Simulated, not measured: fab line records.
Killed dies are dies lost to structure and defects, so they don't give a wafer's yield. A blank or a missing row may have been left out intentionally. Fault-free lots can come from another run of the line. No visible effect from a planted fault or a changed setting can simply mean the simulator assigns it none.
Matching of chambers || flow nandHarc || NHARC_A_CHANNEL_FILL_D2_ETCHBACK_20 on rieDiel-06: 4 sister chambers
The step etches the open film in C4F8/O2/Ar, target depth 27 nm, time 13.5 s. 4 wafers are shown with their chamber, then 7 later ones without.

## WAFERS WITH THEIR CHAMBER
{"wafer": "L089.4", "chamber": 1, "rfVppV (V)": 981}
{"wafer": "L089.6", "chamber": 2, "rfVppV (V)": 980}
{"wafer": "L088.1", "chamber": 0, "rfVppV (V)": 972}
{"wafer": "L088.4", "chamber": 3, "rfVppV (V)": 987}

## WAFERS WITHOUT THEIR CHAMBER
{"wafer": "L088.5", "rfVppV (V)": 972}
{"wafer": "L090.1", "rfVppV (V)": 987}
{"wafer": "L090.5", "rfVppV (V)": 986}
{"wafer": "L090.6", "rfVppV (V)": 972}
{"wafer": "L097.2", "rfVppV (V)": 972}
{"wafer": "L097.4", "rfVppV (V)": 982}
{"wafer": "L097.5", "rfVppV (V)": 981}

## EACH ONE'S CHAMBER
{"wafer": "L088.5", "from the rows above": 0, "in truth": 0}
{"wafer": "L090.1", "from the rows above": 3, "in truth": 3}
{"wafer": "L090.5", "from the rows above": 3, "in truth": 3}
{"wafer": "L090.6", "from the rows above": 0, "in truth": 0}
{"wafer": "L097.2", "from the rows above": 0, "in truth": 0}
{"wafer": "L097.4", "from the rows above": "can't be placed: 1 or 2", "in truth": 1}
{"wafer": "L097.5", "from the rows above": "can't be placed: 1 or 2", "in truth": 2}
Correctly placed: 5 of 7. Unplaceable from these rows: 2, with the true chamber sitting among the candidates in 2. Wrongly placed: 0.
How it was worked out, from the rows above alone: a wafer's distance from a chamber is the root of the sum, over the readings, of the square of ((its reading less the chamber's mean) divided by the reading's scatter). The wafer belongs to the nearest chamber; if the next one is less than 2 further off, it can't be placed. The mean given for a chamber averages the wafers shown for that chamber. The scatter: root of mean squared gap, hidden wafer to nearest shown wafer, with one shown wafer a chamber.
